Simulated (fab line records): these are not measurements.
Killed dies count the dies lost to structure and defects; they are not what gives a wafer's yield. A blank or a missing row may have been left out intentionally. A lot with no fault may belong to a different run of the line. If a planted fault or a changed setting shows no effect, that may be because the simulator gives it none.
fab line records    flow n5_finfet
[record] lots = 7  wafers = 39
route steps=1938 shown DUMMY_GATE@237 HKMG_FIN@438
start_h: the number of hours between the record's first day and the start of the first shown wafer of the lot    wait_h: hours since the lot's step before    " repeats the value in the row above    L1.1+2: a single row standing in for several wafers    - value missing, or start not given    * or withheld: withheld    < > ~ a bound
route shown NAME@n: names a module that has steps shown in the file, with the first one's number in the route    usual: average and standard deviation across the fault-free wafers    same: alike in all rows    chamber/n: place in a boat    sites: readings site by site    _std_site: standard deviation across them    _edge_site: outer sites' mean less inner sites'    radius_mm: for every site, how far away it sits from the centre of the wafer    mask NAME#n: copy n    behind: tool/chamber where the wafer was last shaped    hold: what put the lot on hold/how long, in hours/how the hold closed    device: names the non-switching transistor (n, p or np)    end of line: the route-end tests of the same wafers    a step without rows: its recipe alone    killed: count of dies lost to structure and defects at first sort (not the wafer's yield)    map: per-die view of a wafer (x killed, . not killed, _ where there is no die)
set.NAME: setting as actually run; set.NAME@STEP: the setting as run at that earlier step    model.NAME: the simulator's own value behind a step, which no gauge read
lots run with intentionally changed settings; tables by step, rows by wafer
[[steps]]
[step N5_DUMMY_GATE_ETCH_37]
[recipe] chemistry = N2/H2  target = SOC  target_depth_a = 600  overetch_a = 300  temp_c = 40  ion_energy_ev = 200  pressure_mtorr = 30  source_w = 840  bias_w = 150  n2_flow_sccm = 200  h2_flow_sccm = 200
[usual] rf_vpp_V = 524.1/2
lot.wafer  tool         chamber  start_h  wait_h  set.source_w  rf_vpp_V
L077.1     rie_diel-05  3        67.17    0.0     840           522.6
L077.2     "            0        "        "       840           523.5
L077.3     "            2        "        "       840           524.8
L077.4     "            1        "        "       975.3         501.8
L077.5     "            3        "        "       975.3         496.7
L077.6     "            0        "        "       975.3         494.7
L084.1     rie_diel-06  0        109.76   0.0     840           523.0
L084.2     "            1        "        "       840           523.1
L084.3     "            2        "        "       840           526.7
L084.4     "            3        "        "       840           525.8
L084.5     "            3        "        "       840           525.2
L084.6     "            0        "        "       840           521.0
L086.1     rie_diel-06  2        118.02   0.0     840           526.9
L086.2     "            3        "        "       887.6         517.2
L086.3     "            1        "        "       840           522.2
L086.4     "            0        "        "       887.6         511.7
L086.5     "            3        "        "       840           526.0
L086.6     "            0        "        "       887.6         513.7
L087.1     rie_diel-06  0        126.38   0.0     840           522.1
L087.2     "            1        "        "       768.2         538.0
L087.3     "            3        "        "       768.2         542.6
L087.4     "            2        "        "       840           527.3
L087.5     "            2        "        "       840           526.4
L087.6     "            3        "        "       768.2         542.3
L088.1     rie_diel-05  2        131.49   0.0     840           523.8
L088.2     "            3        "        "       707.2         552.2
L088.3     "            0        "        "       840           524.5
L088.4     "            1        "        "       707.2         557.5
L088.5     "            0        "        "       840           522.0
L088.6     "            1        "        "       707.2         558.4
L091.2     rie_diel-05  0        147.46   0.0     840           522.3
L091.5     "            2        "        "       840           525.1
L091.6     "            3        "        "       840           522.1
L093.1     rie_diel-05  2        160.38   0.0     840           525.3
L093.2     "            1        "        "       840           527.3
L093.3     "            0        "        "       840           521.9
L093.4     "            3        "        "       840           524.0
L093.5     "            0        "        "       840           523.2
L093.6     "            1        "        "       840           526.1
[step N5_HKMG_FIN_ETCH_35]
[recipe] chemistry = N2/H2  target = SOC  target_depth_a = 2158  ion_energy_ev = 65  bias_w = 5  source_w = 3000  time_s = 243.4  pressure_mtorr = 30  n2_flow_sccm = 200  h2_flow_sccm = 200
[usual] rf_vpp_V = 141.5/1.1
lot.wafer  tool         chamber  start_h  wait_h  set.source_w  rf_vpp_V  model.HKMG_FIN.feature_depth_nm  model.SOC_of_HKMG_FIN_COAT_29.thk_nm  model.etch.depth_nm
L077.1     rie_diel-03  0        95.84    0.0     3000          140.3     215.2                            85.8                                  215.2
L077.2     "            1        "        "       2790          144.8     212.6                            86.8                                  212.6
L077.3     "            3        "        "       2790          146.1     197.6                            102.8                                 197.6
L077.4     "            2        "        "       3000          141.2     223.6                            76.6                                  223.6
L077.5     "            3        "        "       2790          145.7     197.4                            103                                   197.3
L077.6     "            2        "        "       3000          141.0     224                              76.6                                  223.9
L084.1     rie_diel-01  2        139.31   0.0     2705          146.5     197.2                            102.2                                 197.2
L084.2     "            3        "        "       3000          143.3     221.4                            78.8                                  221.3
L084.3     "            1        "        "       3000          141.5     213.4                            85.4                                  213.5
L084.4     "            3        "        "       2705          147.7     202.2                            97.8                                  202.2
L084.5     "            2        "        "       3000          139.2     214.8                            85.8                                  214.9
L084.6     "            1        "        "       2705          146.6     197.2                            103                                   197.1
L086.1     rie_diel-01  2        146.40   0.0     3000          141.3     212.4                            88.4                                  212.4
L086.2     "            1        "        "       3000          142.8     211                              89.8                                  210.9
L086.3     "            3        "        "       3231          137.9     233.8                            67.8                                  233.8
L086.4     "            1        "        "       3000          141.4     212                              88.6                                  212
L086.5     "            3        "        "       3231          139.2     232                              67.2                                  232
L086.6     "            2        "        "       3231          136.3     226.4                            74.6                                  226.5
L087.1     rie_diel-04  0        155.83   0.0     3000          139.9     216.8                            83.4                                  216.9
L087.2     "            1        "        "       3000          140.7     222.4                            77.4                                  222.5
L087.3     "            2        "        "       3000          140.7     209.6                            90.8                                  209.6
L087.4     "            2        "        "       3000          141.5     211.4                            88.4                                  211.3
L087.5     "            0        "        "       3000          141.4     218.6                            81.4                                  218.6
L087.6     "            1        "        "       3000          141.2     222.4                            77.6                                  222.4
L088.1     rie_diel-01  2        161.44   0.0     3000          139.7     218                              82.2                                  218
L088.2     "            3        "        "       3000          140.9     221.8                            78.2                                  221.8
L088.3     "            0        "        "       3000          138.6     219.6                            80.4                                  219.6
L088.4     "            0        "        "       3000          140.5     219.2                            80.6                                  219.3
L088.5     "            3        "        "       3000          142.7     223.8                            76.4                                  223.8
L088.6     "            2        "        "       3000          140.8     217.8                            81.6                                  217.9
L091.2     rie_diel-01  0        176.44   0.0     3000          141.3     216.4                            82.2                                  216.4
L091.5     "            3        "        "       3000          140.9     220.6                            78.4                                  220.5
L091.6     "            0        "        "       3000          140.0     217.4                            81.4                                  217.5
L093.1     rie_diel-01  2        189.87   0.0     3000          139.6     214                              85                                    213.9
L093.2     "            3        "        "       2613          149.6     199.4                            100                                   199.4
L093.3     "            0        "        "       2613          147.5     194.2                            104.6                                 194.3
L093.4     "            1        "        "       2613          148.8     196.8                            101.6                                 196.9
L093.5     "            0        "        "       3000          141.0     218.4                            80.8                                  218.5
L093.6     "            3        "        "       3000          141.5     221.6                            77.8                                  221.6
[[key]]
[split] step = N5_DUMMY_GATE_ETCH_37  setting = source_w  stated = 840  by = wafer
[response] step = N5_DUMMY_GATE_ETCH_37  reading = rf_vpp_V  change = -1.83  per = 1%  r = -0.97
[split] step = N5_HKMG_FIN_ETCH_35  setting = source_w  stated = 3000  by = wafer
[response] step = N5_HKMG_FIN_ETCH_35  reading = rf_vpp_V  change = -0.598  per = 1%  r = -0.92
[response] step = N5_HKMG_FIN_ETCH_35  reading = model.HKMG_FIN.feature_depth_nm  change = +1.94  per = 1%  r = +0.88
[response] step = N5_HKMG_FIN_ETCH_35  reading = model.SOC_of_HKMG_FIN_COAT_29.thk_nm  change = -1.92  per = 1%  r = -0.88
[response] step = N5_HKMG_FIN_ETCH_35  reading = model.etch.depth_nm  change = +1.94  per = 1%  r = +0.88
